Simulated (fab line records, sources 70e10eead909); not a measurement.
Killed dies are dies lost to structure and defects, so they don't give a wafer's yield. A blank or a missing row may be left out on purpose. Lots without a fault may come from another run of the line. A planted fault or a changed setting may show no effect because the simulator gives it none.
A struck lot beside a sound one | flow nand_harc | 43 steps out of a route of 1159
Sound: wafers L529.1, L529.5, L529.6. Struck: wafers L542.1, L542.2, L542.4. The cause comes at the end.
At each step with rows: each side's tool, then ch and its chambers, then its first start. Under that, the readings that differ: sound wafers | struck wafers | difference of the means | sigmas: that difference in standard deviations of wafers without a fault.
alike: readings whose means differ by less than 2 such deviations, and words and numbers that are the same on both sides. not compared: withheld readings, readings that some wafer has no value for, bounds like >300 that may hide the same value, and numbers for which the record gives no deviation and whose values overlap.
The two part at a step that has a row with sigmas, a row that says differs or no value, or rows on one side only. Numbers that don't overlap but have no deviation are shown without sigmas and don't part them. A reading that every wafer of one side lacks parts them only if that side has two wafers or more.

first, 1 step without rows for these wafers: NHARC_P_GATE_DEVELOP_25 (develop time 35 s).
NHARC_P_GATE_CD_MEAS_26: target cd 120 nm.
  sound on cd_sem-03 ch 0, day 5 15:02; struck on cd_sem-03 ch 0, day 8 19:48
  alike: cd_nm
NHARC_P_GATE_OVL_MEAS_27:
  sound on overlay-02, day 5 15:08; struck on overlay-01, day 8 19:53
  alike: overlay_x_nm, overlay_y_nm
NHARC_P_GATE_INSPECT_28:
  sound on defect_inspect-02, day 5 15:11; struck on defect_inspect-02, day 8 19:56
  alike: raw_defect_count
then, 1 step without rows for these wafers: NHARC_P_GATE_DESCUM_31 (chemistry O2, time 3 s).
NHARC_P_GATE_ETCH_104: etches the open film in CF4/CHF3, target depth 60 nm.
  sound on rie_diel-07 ch 0,1,3, day 5 15:20; struck on rie_diel-07 ch 0,1,3, day 8 20:07
  alike: bias_w, drypump_motor_current_A, oes_product_au, rf_fwd_power_W, rf_vpp_V, showerhead_plenum_p_Torr, throttle_valve_pct
then, 2 steps without rows for these wafers: NHARC_P_GATE_HM_OPEN_105 (chemistry O2/COS, target depth 360 nm); NHARC_P_GATE_STRIP_106 (strips in O2/COS).
NHARC_P_GATE_ETCH_114: etches the open film in CF4/O2, target depth 30 nm, overetch 3 nm, time 16.5 s.
  sound on rie_diel-07 ch 1,2,3; struck on rie_diel-07 ch 0,1,3
  alike: bias_w, drypump_motor_current_A, oes_product_au, rf_fwd_power_W, rf_vpp_V, showerhead_plenum_p_Torr, throttle_valve_pct
  not compared: rf_hours_counter_h
then, 2 steps without rows for these wafers: NHARC_P_GATE_ETCH_32 (etches the open film in HBr/Cl2, target depth 150 nm, time 100.1 s); NHARC_P_GATE_STRIP_108 (strips in O2).
NHARC_P_GATE_CD_MEAS_33:
  sound on cd_sem-01, day 5 16:07; struck on cd_sem-03, day 8 20:58
  alike: cd_nm
NHARC_P_GATE_STRIP_35: strips in SPM, time 600 s.
  sound on wet_bench-05 ch 2,4,6, day 5 16:12; struck on wet_bench-05 ch 1,2,3, day 8 21:04
  no value came back on the struck wafers for bath_guard_temp_C (C), bath_heat_duty_pct (%); on the sound wafers bath_guard_temp_C (C) reads 129.8 129.1 129.5
then, 4 steps without rows for these wafers: NHARC_P_GATE_PRECLEAN_73 (cleans in SC1); NHARC_P_GATE_SRD_74; NHARC_P_GATE_ALD_36 (deposits SiNx, target thk 20 nm, pulse time 60 s, ald cycles 223); NHARC_P_GATE_ETCHBACK_37 (etches the open film in CHF3/O2, target depth 34.5 nm, time 17.2 s).
NHARC_P_GATE_STRIP_101: strips in O2, time 20 s.
  sound on rie_diel-03 ch 2,3, day 6 02:04; struck on rie_diel-07 ch 1,2,3, day 9 07:07
  alike: chamber_pressure_mTorr, drypump_motor_current_A, oes_product_au, rf_vpp_V, showerhead_plenum_p_Torr, throttle_valve_pct
  not compared: rf_hours_counter_h
then, 12 steps without rows for these wafers: NHARC_P_GATE_PRECLEAN_97 (cleans in SPM, time 600 s); NHARC_P_GATE_SRD_98; NHARC_P_GATE_PRECLEAN_99 (cleans in SC1); NHARC_P_GATE_SRD_100; NHARC_P_GATE_DEHYDRATE_38 (time 120 s); NHARC_P_GATE_HMDS_39 (time 30 s); NHARC_P_GATE_COAT_40; NHARC_P_GATE_SOFTBAKE_41 (time 95 s); NHARC_P_GATE_EBR_42; NHARC_P_GATE_EXPOSE_43 (exposes mask P NSD, target cd 720 nm); NHARC_P_GATE_PEB_44 (peb time 85 s); NHARC_P_GATE_DEVELOP_45 (time 70 s).
NHARC_P_GATE_CD_MEAS_46: target cd 720 nm.
  sound on cd_sem-03 ch 0, day 6 02:58; struck on cd_sem-01 ch 0, day 9 08:01
  alike: cd_nm
then, 1 step without rows for these wafers: NHARC_P_GATE_HARDBAKE_47 (time 80 s).
NHARC_P_GATE_DESCUM_48: chemistry O2, time 3 s.
  sound on rie_diel-03 ch 0,1, day 6 03:08; struck on rie_diel-03 ch 1,3, day 9 08:11
  alike: drypump_motor_current_A, oes_product_au, rf_vpp_V, showerhead_plenum_p_Torr, throttle_valve_pct
  not compared: rf_hours_counter_h
then, 2 steps without rows for these wafers: NHARC_P_GATE_IMPLANT_49; NHARC_P_GATE_STRIP_111 (strips in N2/H2, time 250 s).
NHARC_P_GATE_STRIP_75: strips in O2.
  sound on plasma_asher-02 ch 0,1, day 6 03:49; struck on plasma_asher-02 ch 0,1, day 9 08:53
  alike: drypump_motor_current_A, heater_power_w, rf_refl_power_W
  not compared: rf_hours_counter_h
then, 6 steps without rows for these wafers: NHARC_P_GATE_STRIP_50 (strips in SPM, time 900 s); NHARC_P_GATE_DEHYDRATE_51 (time 120 s); NHARC_P_GATE_HMDS_52 (time 30 s); NHARC_P_GATE_COAT_53; NHARC_P_GATE_SOFTBAKE_54 (time 95 s); NHARC_P_GATE_EBR_55.
NHARC_P_M1_INSPECT_27:
  sound on defect_inspect-02, day 7 02:55; struck on defect_inspect-02, day 10 09:32
  reading          | sound       | struck      | difference | sigmas
  raw_defect_count | 262 661 247 | 615 875 712 | +344       | +2
  not compared: hold

WHERE THEY PART
First at NHARC_P_GATE_STRIP_35; last, within this record, at NHARC_P_M1_INSPECT_27.

WHY: what the simulator had put in
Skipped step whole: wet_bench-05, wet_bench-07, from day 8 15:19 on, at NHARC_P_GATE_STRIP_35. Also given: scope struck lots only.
